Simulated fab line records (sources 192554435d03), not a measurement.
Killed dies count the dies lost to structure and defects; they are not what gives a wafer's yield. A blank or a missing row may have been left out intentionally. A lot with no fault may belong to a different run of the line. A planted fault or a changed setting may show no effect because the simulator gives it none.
The tool behind it: which one?	flow n5Finfet	24 wafers from 8 lots sampled at 7 of the route's 1938 steps

== WHAT EACH GAUGE READ, for each wafer ==
N5_FIN_SAQP_INSPECT_40: inspects for defects (brightfield).
lot	measured	on	rawDefectCount
L563	day 2 03:46	defectInspect-02	185 247 153
L565	day 2 15:10	defectInspect-02	237 151 214
L570	day 3 21:37	defectInspect-02	175 214 191
L572	day 4 08:53	defectInspect-01	1958 1948 2093
L573	day 4 14:14	defectInspect-01	1863 1862 1879
L574	day 4 22:55	defectInspect-02	130 199 171
L582	day 6 20:31	defectInspect-01	273 197 261
L585	day 7 14:40	defectInspect-01	253 323 262

N5_BEOL_M4_RC_MEAS_101.
lot	measured	on	DIBL_N (mV/V)	DIBL_P (mV/V)	IOFF_N (nA/um)	IOFF_P (nA/um)	ION_N (uA/um)	ION_P (uA/um)	SS_N (mV/dec)	SS_P (mV/dec)	VT_N (mV)	VT_P (mV)
L563	day 7 17:22	prober-01	32.1 33.0 31.8	33.7 33.8 33.3	0.12 0.14 0.12	0.18 0.18 0.17	657 671 663	456 459 459	70.5 71.7 70.7	72.6 72.8 72.1	254 254 252	-254 -254 -250
L565	day 8 12:34	prober-02	36.6 38.3 34.3	37.3 38.7 34.4	0.18 0.20 0.13	0.19 0.22 0.16	697 686 676	468 459 463	71.9 72.2 70.9	74.1 74.5 73.0	248 247 254	-254 -251 -255
L570	day 9 20:40	prober-02	30.3 31.6 36.3	32.5 34.5 39.7	0.10 0.12 0.23	0.14 0.16 0.26	645 651 681	441 453 464	71.2 70.9 73.6	71.8 72.6 73.7	256 252 244	-257 -254 -246
L574	day 11 02:02	prober-02	39.5 35.1 37.1	40.3 34.3 36.4	0.23 0.14 0.19	0.28 0.19 0.21	685 686 678	460 473 457	72.8 70.6 71.6	74.4 73.1 73.3	245 252 247	-247 -254 -253
L582	day 13 00:16	prober-02	33.7 35.5 37.5	35.3 37.1 38.7	0.12 0.15 0.17	0.17 0.19 0.20	674 679 666	458 461 445	71.4 71.3 72.2	72.8 73.7 74.1	255 250 253	-256 -253 -252
L585	day 14 07:53	prober-01	36.6 35.8 35.0	39.2 38.0 36.9	0.19 0.16 0.14	0.24 0.21 0.20	694 684 669	479 469 461	70.8 71.7 71.0	73.8 73.5 73.1	242 248 252	-249 -251 -250

== WHICH TOOL RAN EACH LOT (tool, then ch and the chambers of the sampled wafers, then the start) ==
lot	N5_FIN_SAQP_PECVD_06	N5_FIN_SAQP_HM_OPEN_73	N5_FIN_SAQP_MANDREL_ETCH_22	N5_FIN_SAQP_RECESS_75	N5_FIN_SAQP_SPACER1_ETCHBACK_25
L563	pecvd-04 ch 0,1, day 1 21:30	rieDiel-04 ch 1,2, day 1 22:16	rieSi-01 ch 2,3, day 1 22:22	vaporEtch-02 ch 0,1, day 1 22:54	rieDiel-04 ch 1,2, day 2 01:08
L565	pecvd-01 ch 1,2, day 2 10:06	rieDiel-04 ch 0,3, day 2 10:59	rieSi-01 ch 0,3, day 2 11:04	vaporEtch-02 ch 0,1, day 2 11:30	rieDiel-04 ch 1,2,3, day 2 12:36
L570	pecvd-02 ch 0,1,2, day 3 16:38	rieDiel-04 ch 0,2, day 3 17:23	rieSi-01 ch 0,2,3, day 3 17:28	vaporEtch-01 ch 0,1, day 3 17:53	rieDiel-05 ch 0,1,3, day 3 19:09
L572	pecvd-02 ch 0,1, day 4 03:40	rieDiel-05 ch 0,1,3, day 4 04:32	rieSi-01 ch 0,1,3, day 4 04:37	vaporEtch-02 ch 0, day 4 05:02	rieDiel-05 ch 0,1, day 4 06:08
L573	pecvd-04 ch 0,1, day 4 09:16	rieDiel-06 ch 0,2,3, day 4 10:03	rieSi-01 ch 0,1,2, day 4 10:08	vaporEtch-02 ch 0,1, day 4 10:41	rieDiel-06 ch 0,1,2, day 4 11:53
L574	pecvd-04 ch 0,2, day 4 16:23	rieDiel-05 ch 0,1,2, day 4 17:16	rieSi-04 ch 0,2,3, day 4 17:21	vaporEtch-02 ch 0,1, day 4 17:55	rieDiel-05 ch 0,1, day 4 19:40
L582	pecvd-02 ch 0,1,2, day 6 15:42	rieDiel-05 ch 0,1,2, day 6 16:34	rieSi-06 ch 1,2,3, day 6 16:40	vaporEtch-01 ch 0,1, day 6 17:05	rieDiel-05 ch 1,2, day 6 18:11
L585	pecvd-02 ch 0,2, day 7 08:52	rieDiel-06 ch 0,1,3, day 7 09:44	rieSi-04 ch 1,2,3, day 7 09:49	vaporEtch-02 ch 0,1, day 7 10:15	rieDiel-06 ch 1,2, day 7 11:21
- N5_FIN_SAQP_PECVD_06: deposits a-Si from SiH4/He, target thk 60 nm, time 48.1 s.
- N5_FIN_SAQP_HM_OPEN_73: chemistry CHF3/O2, target SiO2, stops on a-Si, target depth 12 nm, time 16.8 s.
- N5_FIN_SAQP_MANDREL_ETCH_22: etches a-Si in HBr/Cl2, stops on SiNx, target depth 60 nm, bt time 10 s, time 30 s.
- N5_FIN_SAQP_RECESS_75: chemistry HF/NH3, target SiO2, target depth 14.4 nm, afs cycles 3, sublimation time 60 s.
- N5_FIN_SAQP_SPACER1_ETCHBACK_25: etches SiO2 in CHF3/O2, target depth 24.4 nm, time 12.2 s.

== WHAT THE TOOLS THEMSELVES READ (means of the sampled wafers that have a number; where no wafer has one, the mark that the record gives instead) ==
N5_FIN_SAQP_PECVD_06.
lot	tool	heaterPowerW (W)	showerheadPlenumPTorr (Torr)	throttleValvePct (%)
L563	pecvd-04	785	5.66	17.8
L565	pecvd-01	1047	5.60	18.4
L570	pecvd-02	720	5.70	18.2
L572	pecvd-02	746	5.70	18.5
L573	pecvd-04	798	5.64	19.4
L574	pecvd-04	869	5.63	18.2
L582	pecvd-02	725	5.68	18.3
L585	pecvd-02	703	5.72	18.5

N5_FIN_SAQP_HM_OPEN_73.
lot	tool	CHF3_flow_sccm (sccm)	chamberPressureMTorr (mTorr)	drypumpMotorCurrentA (A)	oes_ar_750_au (a.u.)	oesProductAu (a.u.)	rfVppV (V)	showerheadPlenumPTorr (Torr)	throttleValvePct (%)
L563	rieDiel-04	49.96	30.010	5.6	0.78	0.46	513	2.44	18.66
L565	rieDiel-04	49.89	30.008	5.5	0.72	0.43	515	2.34	18.75
L570	rieDiel-04	49.93	29.977	5.7	0.74	0.44	513	2.37	18.76
L572	rieDiel-05	50.04	29.997	5.8	0.78	0.47	518	2.36	18.87
L573	rieDiel-06	49.93	30.013	6.2	0.81	0.48	517	2.33	18.78
L574	rieDiel-05	49.91	30.008	5.6	0.79	0.47	524	2.40	18.75
L582	rieDiel-05	50.00	29.979	5.6	0.77	0.46	523	2.40	18.79
L585	rieDiel-06	50.05	29.999	6.4	0.78	0.46	513	2.36	18.92

N5_FIN_SAQP_MANDREL_ETCH_22.
lot	tool	chamberPressureMTorr (mTorr)	drypumpMotorCurrentA (A)	oesProductAu (a.u.)	throttleValvePct (%)
L563	rieSi-01	10.006	5.3	0.753	34.9
L565	rieSi-01	10.002	5.5	0.762	35.4
L570	rieSi-01	10.009	5.5	0.752	35.2
L572	rieSi-01	9.997	5.9	0.701	35.3
L573	rieSi-01	9.999	5.9	0.700	35.0
L574	rieSi-04	10.008	5.8	0.767	35.2
L582	rieSi-06	10.006	5.8	0.769	35.4
L585	rieSi-04	10.003	5.8	0.758	35.1

N5_FIN_SAQP_RECESS_75.
lot	tool	drypumpMotorCurrentA (A)
L563	vaporEtch-02	6.1
L565	vaporEtch-02	6.1
L570	vaporEtch-01	5.6
L572	vaporEtch-02	5.4
L573	vaporEtch-02	6.1
L574	vaporEtch-02	6.1
L582	vaporEtch-01	5.7
L585	vaporEtch-02	6.1

N5_FIN_SAQP_SPACER1_ETCHBACK_25.
lot	tool	CHF3_flow_sccm (sccm)	chamberPressureMTorr (mTorr)	drypumpMotorCurrentA (A)	oes_ar_750_au (a.u.)	oesProductAu (a.u.)	rfVppV (V)	showerheadPlenumPTorr (Torr)	throttleValvePct (%)
L563	rieDiel-04	50.06	30.020	5.6	0.77	0.77	513	2.44	18.75
L565	rieDiel-04	49.94	30.009	5.4	0.75	0.74	516	2.40	18.76
L570	rieDiel-05	49.98	29.986	5.8	0.80	0.79	518	2.36	18.94
L572	rieDiel-05	50.08	30.011	5.8	0.79	0.30	528	2.33	18.79
L573	rieDiel-06	50.01	30.024	6.1	0.73	0.27	528	2.35	18.93
L574	rieDiel-05	49.95	30.002	6.0	0.86	0.86	523	2.35	18.75
L582	rieDiel-05	49.99	30.009	5.4	0.78	0.77	519	2.47	18.77
L585	rieDiel-06	50.00	30.034	5.6	0.71	0.71	536	2.30	18.95

== THE ANSWER, worked out from the rows above alone ==
Rule: the usual values come from the lots themselves. Put in order of their means at a reading, lots are off if they are a third of the lots or fewer, leave a main group of 4 or more, and stand apart from it by a gap of 3 or more times the standard deviation of the main group's means; of several such gaps the widest counts. If all means in a main group match to the digits the tables above print for the reading, that group is not used. A lot without any number at a reading at which 4 lots or more have one is off too. Where the step has rows for the other lots, those lots are counted as sound. The gauges are gone through in route order, then the tools' own readings, and for those a lot's mean is taken as printed above. The first step at which some lot is off is used, and at that step the reading that is off furthest; a lot without a number counts as furthest.
Off: L572, L573, at N5_FIN_SAQP_INSPECT_40 (rawDefectCount). For the main group the mean is 213 and the standard deviation 37.
A tool fits if, at a process step before that reading, it ran every lot that is off, and no sound lot after the first of them. Not tried: the gauges at N5_FIN_SAQP_INSPECT_40; whatever is off there is also off at N5_FIN_SAQP_MANDREL_ETCH_22, on other tools, and gauge error can't account for it. One candidate fits, namely rieSi-01 at N5_FIN_SAQP_MANDREL_ETCH_22. Its last sound lot is L570 (day 3 17:28), its first lot that is off L572 (day 4 04:37): a fault that began between those two fits.
The tool's own readings at N5_FIN_SAQP_MANDREL_ETCH_22 bear it out: on the lots that are off they differ by more than 5 times the standard deviation of the sound lots' means. oesProductAu reads 0.700 a.u. there against 0.760 a.u. on the sound lots.

== WHAT HAD BEEN PUT IN BY THE SIMULATOR ==
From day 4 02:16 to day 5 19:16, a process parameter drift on rieSi-01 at N5_FIN_SAQP_MANDREL_ETCH_22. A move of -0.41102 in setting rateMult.
Struck lots among those shown: L572, L573. This agrees with what the rule above found.
